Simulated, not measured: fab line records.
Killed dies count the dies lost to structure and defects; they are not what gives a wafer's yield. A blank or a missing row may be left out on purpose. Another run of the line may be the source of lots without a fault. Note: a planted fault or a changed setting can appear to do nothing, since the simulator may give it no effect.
Which of the tools did it? ; flow n5_finfet ; 9 lots, 27 wafers sampled, at 5 steps of a route of 1938

WHAT THE GAUGES READ, wafer by wafer
N5_BEOL_M4_RC_MEAS_101.
lot;measured;on;DIBL_N (mV/V);DIBL_P (mV/V);EOT_N;EOT_P;IGATE_N (nA/um);IGATE_P (nA/um);IOFF_N (nA/um);IOFF_N_LIN (nA/um);IOFF_P (nA/um);IOFF_P_85C (nA/um);IOFF_P_LIN (nA/um);ION_N (uA/um);ION_P (uA/um);SS_N (mV/dec);SS_P (mV/dec);VT_N (mV);VT_P (mV)
L274;day 8 15:29;prober-01;37.4 34.2 36.5;38.1 34.8 38.0;10.59 10.57 10.66;10.69 10.62 10.62;0.0095 0.0103 0.0100;0.0028 0.0030 0.0029;0.189 0.134 0.174;0.082 0.063 0.078;0.216 0.174 0.213;3.7 3.1 3.7;0.099 0.086 0.098;673 666 676;455 453 461;72.7 71.4 72.3;73.7 73.3 73.4;247.7 251.4 250.6;-251 -255 -251
L276;day 9 19:38;prober-02;38.0 37.2 37.7;38.5 37.4 38.7;10.55 10.46 10.61;10.63 10.52 10.36;0.0116 0.0124 0.0125;0.0035 0.0038 0.0038;0.187 0.190 0.194;0.082 0.084 0.084;0.234 0.208 0.236;4.0 3.6 4.0;0.110 0.100 0.111;682 691 687;462 466 461;72.1 72.5 72.0;74.0 72.4 73.9;247.6 245.4 246.8;-249 -251 -251
L280;day 9 22:42;prober-01;36.9 39.4 38.4;36.2 39.1 38.3;11.95 11.90 11.97;11.85 11.91 11.98;0.0025 0.0025 0.0022;0.0008 0.0008 0.0007;0.161 0.209 0.189;0.081 0.098 0.093;0.277 0.345 0.326;4.5 5.3 5.1;0.135 0.159 0.153;649 654 659;460 456 464;72.2 71.9 72.1;73.1 73.8 73.5;248.3 245.5 247.2;-242 -241 -243
L281;day 11 00:24;prober-02;41.7 39.4 40.9;41.5 38.4 41.2;12.07 11.80 11.78;11.95 11.84 11.89;0.0024 0.0028 0.0029;0.0007 0.0009 0.0009;0.249 0.189 0.241;0.113 0.091 0.111;0.366 0.288 0.353;5.7 4.7 5.6;0.163 0.140 0.159;664 657 665;460 457 467;72.5 71.7 71.5;74.8 73.8 74.5;244.4 247.9 247.9;-244 -244 -243
L282;day 10 21:46;prober-02;40.2 40.2 39.9;41.4 41.4 41.1;11.85 11.90 11.87;11.99 11.84 11.80;0.0022 0.0024 0.0025;0.0007 0.0007 0.0008;0.218 0.224 0.218;0.100 0.103 0.103;0.311 0.321 0.299;5.1 5.2 4.9;0.145 0.149 0.141;662 657 668;455 463 458;72.8 71.8 71.6;74.5 74.5 74.4;248.2 244.7 246.2;-244 -244 -245
L283;day 10 15:59;prober-02;35.2 36.1 38.4;36.0 36.6 39.9;10.57 10.58 10.59;10.56 10.44 10.55;0.0113 0.0115 0.0100;0.0033 0.0034 0.0029;0.148 0.172 0.212;0.071 0.080 0.095;0.232 0.246 0.302;3.9 4.1 4.9;0.109 0.114 0.131;675 668 682;468 468 472;70.5 71.4 71.5;72.0 72.3 73.9;250.1 247.9 244.5;-248 -247 -244
L290;day 12 19:00;prober-01;37.9 38.4 39.1;38.8 39.5 39.8;10.57 10.56 10.61;10.46 10.53 10.49;0.0119 0.0106 0.0128;0.0035 0.0031 0.0038;0.177 0.187 0.197;0.081 0.087 0.090;0.227 0.243 0.247;3.9 4.1 4.2;0.108 0.113 0.115;684 682 685;464 465 468;71.6 71.8 71.8;73.8 74.3 74.1;247.7 247.3 247.4;-250 -249 -246
L291;day 12 21:46;prober-02;37.2 37.7 38.3;37.0 38.1 38.3;10.44 10.49 10.52;10.51 10.47 10.48;0.0119 0.0118 0.0109;0.0035 0.0035 0.0032;0.176 0.195 0.203;0.081 0.091 0.093;0.219 0.232 0.244;3.8 4.1 4.2;0.103 0.108 0.110;682 694 682;461 469 465;71.7 71.5 71.7;73.5 73.2 73.7;249.3 247.1 246.3;-250 -251 -250
L295;day 14 04:43;prober-02;36.6 37.2 34.9;35.7 36.7 33.8;10.57 10.55 10.62;10.51 10.47 10.52;0.0105 0.0108 0.0115;0.0032 0.0033 0.0035;0.149 0.164 0.132;0.071 0.075 0.065;0.218 0.243 0.196;3.8 4.1 3.5;0.106 0.114 0.098;661 665 667;460 458 467;71.8 72.8 71.7;73.4 73.9 72.7;251.6 250.0 254.0;-250 -248 -251

EACH LOT AND THE TOOL THAT RAN IT (in order: tool; ch and the chambers of the sampled wafers; start)
lot;N5_HKMG_FIN_ALD_75;N5_HKMG_FIN_STRIP_57;N5_HKMG_FIN_CVD_62;N5_HKMG_FIN_ALD_36
L274;ald_hk-02 ch 1,2, day 4 09:58;rie_diel-01 ch 0,1,3, day 4 11:04;thermal_cvd_si-02 ch 0,1,2, day 4 12:31;ald_metal-04 ch 1,3, day 4 12:55
L276;ald_hk-02 ch 0,1, day 4 22:25;rie_diel-05 ch 0,1, day 4 23:19;thermal_cvd_si-02 ch 0,1,2, day 5 00:50;ald_metal-01 ch 2,3, day 5 01:11
L280;ald_hk-02 ch 0,2,3, day 5 23:29;rie_diel-02 ch 1,2, day 6 00:19;thermal_cvd_si-02 ch 0,1, day 6 01:46;ald_metal-01 ch 0,1,2, day 6 02:10
L281;ald_hk-01 ch 0,1,2, day 6 07:08;rie_diel-01 ch 0,2, day 6 08:20;thermal_cvd_si-01 ch 0,2, day 6 09:48;ald_metal-01 ch 0,2,3, day 6 10:29
L282;ald_hk-03 ch 1,2,3, day 6 10:38;rie_diel-05 ch 2,3, day 6 11:38;thermal_cvd_si-02 ch 1,2, day 6 13:04;ald_metal-03 ch 0,1, day 6 13:39
L283;ald_hk-01 ch 1,2,3, day 6 18:23;rie_diel-02 ch 0,1,3, day 6 19:13;thermal_cvd_si-01 ch 0,1,2, day 6 20:40;ald_metal-03 ch 0,2,3, day 6 21:04
L290;ald_hk-01 ch 1,2, day 8 11:23;rie_diel-02 ch 0,1,3, day 8 12:28;thermal_cvd_si-02 ch 1,2, day 8 13:58;ald_metal-01 ch 1,2,3, day 8 14:22
L291;ald_hk-03 ch 0,1,2, day 8 17:17;rie_diel-01 ch 1,2,3, day 8 18:07;thermal_cvd_si-02 ch 1,2, day 8 19:34;ald_metal-04 ch 0,1,2, day 8 20:01
L295;ald_hk-01 ch 1,2,3, day 9 16:34;rie_diel-01 ch 2,3, day 9 17:17;thermal_cvd_si-02 ch 1,2, day 9 18:48;ald_metal-04 ch 0,2,3, day 9 19:23
- N5_HKMG_FIN_ALD_75: deposits Al2O3, target thk 1 nm, co reactant pulse time 1 s.
- N5_HKMG_FIN_STRIP_57: strips in CF4.
- N5_HKMG_FIN_CVD_62: deposits a-Si from Si2H6, target thk 3 nm, time 20.8 s.
- N5_HKMG_FIN_ALD_36: deposits TiN, target thk 1 nm, pulse time 1 s, purge time 3 s.

WHAT THE TOOLS THEMSELVES READ (means of the sampled wafers that have a number; where no wafer has one, the mark that the record gives instead)
N5_HKMG_FIN_ALD_75.
lot;tool;heater_power_w (W);precursor_pulse_height_rel
L274;ald_hk-02;150;1.031
L276;ald_hk-02;168;0.993
L280;ald_hk-02;150;1.000
L281;ald_hk-01;144;1.015
L282;ald_hk-03;158;0.999
L283;ald_hk-01;144;1.013
L290;ald_hk-01;149;0.996
L291;ald_hk-03;157;1.017
L295;ald_hk-01;143;0.985

N5_HKMG_FIN_STRIP_57.
lot;tool;drypump_motor_current_A (A);oes_product_au (a.u.);rf_vpp_V (V);showerhead_plenum_p_Torr (Torr);throttle_valve_pct (%)
L274;rie_diel-01;5.7;0.80;271.0;1.783;13.53
L276;rie_diel-05;5.4;0.70;269.7;1.775;13.61
L280;rie_diel-02;6.0;0.74;271.4;1.799;13.78
L281;rie_diel-01;6.0;0.75;270.3;1.770;13.75
L282;rie_diel-05;5.4;0.73;269.4;1.746;13.78
L283;rie_diel-02;5.9;0.76;271.1;1.780;13.48
L290;rie_diel-02;5.9;0.75;270.7;1.776;13.51
L291;rie_diel-01;5.4;0.78;271.4;1.778;13.73
L295;rie_diel-01;5.1;0.78;270.9;1.778;13.76

N5_HKMG_FIN_CVD_62.
lot;tool;chamber_pressure_Torr (Torr);heater_power_outer_w (W);heater_power_w (W)
L274;thermal_cvd_si-02;1.0004;948;1482
L276;thermal_cvd_si-02;0.9995;928;1480
L280;thermal_cvd_si-02;-;-;-
L281;thermal_cvd_si-01;-;-;-
L282;thermal_cvd_si-02;-;-;-
L283;thermal_cvd_si-01;0.9988;1058;1543
L290;thermal_cvd_si-02;1.0000;972;1529
L291;thermal_cvd_si-02;1.0005;976;1487
L295;thermal_cvd_si-02;0.9984;977;1478

N5_HKMG_FIN_ALD_36.
lot;tool;heater_power_w (W);precursor_pulse_height_rel
L274;ald_metal-04;903;0.988
L276;ald_metal-01;851;1.008
L280;ald_metal-01;990;0.989
L281;ald_metal-01;900;0.991
L282;ald_metal-03;829;1.001
L283;ald_metal-03;893;0.994
L290;ald_metal-01;906;1.002
L291;ald_metal-04;902;0.997
L295;ald_metal-04;883;0.990

THE ANSWER, worked out from the rows above alone
Rule: the lots themselves supply what counts as usual. Put in order of their means at a reading, lots are off if they are a third of the lots or fewer, leave a main group of 4 or more, and stand apart from it by a gap of 3 or more times the standard deviation of the main group's means; of several such gaps the widest counts. A main group whose means are all the same, to the digits that the tables above print for the reading, isn't used. A lot without any number at a reading at which 4 lots or more have one is off too. Where the step has rows for the other lots, those lots are counted as sound. First the gauges in route order, then the tools' own readings, where a lot's mean is used as printed above. At the first step where some lot is off, the reading lying furthest off is the one used; lots without a number count as furthest.
Off: at N5_BEOL_M4_RC_MEAS_101 (EOT_N), L280, L281, L282. Main group: mean 10.56, sd 0.04.
A tool fits if, at a process step before that reading, it ran every lot that is off, and no sound lot after the first of them. The gauges at N5_BEOL_M4_RC_MEAS_101 aren't tried: what is off there is off at N5_HKMG_FIN_CVD_62 too, on other tools, and a gauge's error can't cause that. Of those tried, none fits.

WHAT WAS PUT IN BY THE SIMULATOR
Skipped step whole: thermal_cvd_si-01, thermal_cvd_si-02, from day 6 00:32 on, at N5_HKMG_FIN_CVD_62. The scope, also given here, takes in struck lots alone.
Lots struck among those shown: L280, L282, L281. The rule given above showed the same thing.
